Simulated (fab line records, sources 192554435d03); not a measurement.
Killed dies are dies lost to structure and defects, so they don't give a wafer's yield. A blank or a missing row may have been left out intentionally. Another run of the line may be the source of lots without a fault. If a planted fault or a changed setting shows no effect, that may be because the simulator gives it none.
Split-lot experiment -- flow n5 finfet -- 21 wafers read across 7 lots, on a route 1938 steps long

ABOUT THE SPLIT
At N5_BEOL_M8_TRENCH_ETCH_37 (etches SiCOH lowk in C4F6/O2, target depth 93.478 nm, time 31.2 s), the setting bias w was moved away from the recipe's 185 W on 7 of the 21 wafers read, by -13.1% to +14.4%. The other wafers ran this setting at the recipe's value.

FROM THE SPLIT TO THE READING: what the file shows between them, 2 steps
- N5_BEOL_M8_ETCH_41: etches SiCN in CH3F/O2, target depth 31.9 nm, time 57.8 s
- N5_BEOL_M8_STRIP_80: strips in N2/H2, time 10 s

THE READING
trench depth nm, in nm, at N5_BEOL_M8_OCD_MEAS_38. Typical for fault-free wafers on this fab line: 93.8 nm, with standard deviation 0.96 nm.

wafer,"tool, chamber at the split","bias w as run, W",against the recipe,"trench depth nm, nm",against lot-mates on the recipe
L074.3,"rie diel-06, 3",185,recipe,92.3,-
L074.5,"rie diel-06, 1",185,recipe,93.4,-
L074.6,"rie diel-06, 2",211.6,+14.4%,99.6,+6.8
L077.1,"rie diel-02, 3",185,recipe,92.9,-
L077.4,"rie diel-02, 2",185,recipe,95.0,-
L077.5,"rie diel-02, 3",185,recipe,93.9,-
L087.1,"rie diel-06, 3",185,recipe,94.0,-
L087.2,"rie diel-06, 2",185,recipe,95.0,-
L087.6,"rie diel-06, 1",185,recipe,91.5,-
L086.1,"rie diel-02, 1",185,recipe,93.2,-
L086.3,"rie diel-02, 0",160.7,-13.1%,89.6,-3.6
L086.6,"rie diel-02, 2",160.7,-13.1%,89.9,-3.3
L091.3,"rie diel-02, 3",185,recipe,93.1,-
L091.4,"rie diel-02, 1",175.6,-5.1%,91.9,-1.2
L091.6,"rie diel-02, 1",175.6,-5.1%,91.1,-2.0
L093.1,"rie diel-01, 3",185,recipe,93.7,-
L093.2,"rie diel-01, 1",185,recipe,93.3,-
L093.4,"rie diel-01, 2",185,recipe,93.9,-
L094.2,"rie diel-02, 1",185,recipe,92.8,-
L094.4,"rie diel-02, 3",196.3,+6.1%,95.0,+2.2
L094.6,"rie diel-02, 2",196.3,+6.1%,95.9,+3.1

THE FIT
A straight line over all 21 wafers: trench depth nm changes by +0.34 nm for each +1% of bias w; r = +0.92; the points scatter about the line by 0.89 nm.
The same after taking each lot's own level away (the mean of its wafers on the recipe; 21 wafers): +0.352 nm for each +1%; r = +0.92; scatter 0.89 nm.
According to that fit, moving bias w by its largest amount changes the reading by 5.1 nm.
Measured against the standard deviation above, the lots' own levels, which go from 92.80 to 93.93 nm, span 1.2 times it.
The two slopes agree, so the slope changes little with the lot-to-lot level.
Check: with one of the wafers moved furthest among these (+14.4%) left out of the fit, the line predicts +4.47 nm for it against its lot-mates. It came out at +6.75 nm against them.
Tool readings at the split's step, against how far the setting was moved: rf vpp V r = +0.99.

OTHER SPLITS ON THESE WAFERS
Before the reading, these wafers also passed through other splits. Each is held against what the fit with the lots' levels taken away leaves over:
other split on the same wafers,wafers away from the commonest value,r with trench depth nm (lot level and that fit taken away)
N5_BEOL_M7_ILD_DEP_00 time s,5,-0.01
N5_BEOL_M7_COAT_59 spin rpm,6,-0.18

THE WHOLE CHAIN: every reading that the file lists as answering this split, in the file's order
step,what it does,reading,change (the file's fit),r (the file's)
N5_BEOL_M8_TRENCH_ETCH_37,"etches SiCOH lowk in C4F6/O2, target depth 93.478 nm, time 31.2 s",rf vpp V,+5.05 V for each +1% of the setting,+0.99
N5_BEOL_M8_TRENCH_ETCH_37,"etches SiCOH lowk in C4F6/O2, target depth 93.478 nm, time 31.2 s","BEOL_M8.feature depth nm (the simulator's own value, which no gauge read)",+0.39 nm for each +1% of the setting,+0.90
N5_BEOL_M8_TRENCH_ETCH_37,"etches SiCOH lowk in C4F6/O2, target depth 93.478 nm, time 31.2 s","etch.depth nm (the simulator's own value, which no gauge read)",+0.384 nm for each +1% of the setting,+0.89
N5_BEOL_M8_OCD_MEAS_38,,trench depth nm,+0.379 nm for each +1% of the setting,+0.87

THE FILE'S OWN FIT
trench depth nm changes by +0.379 nm for each +1% of bias w, r = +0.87.
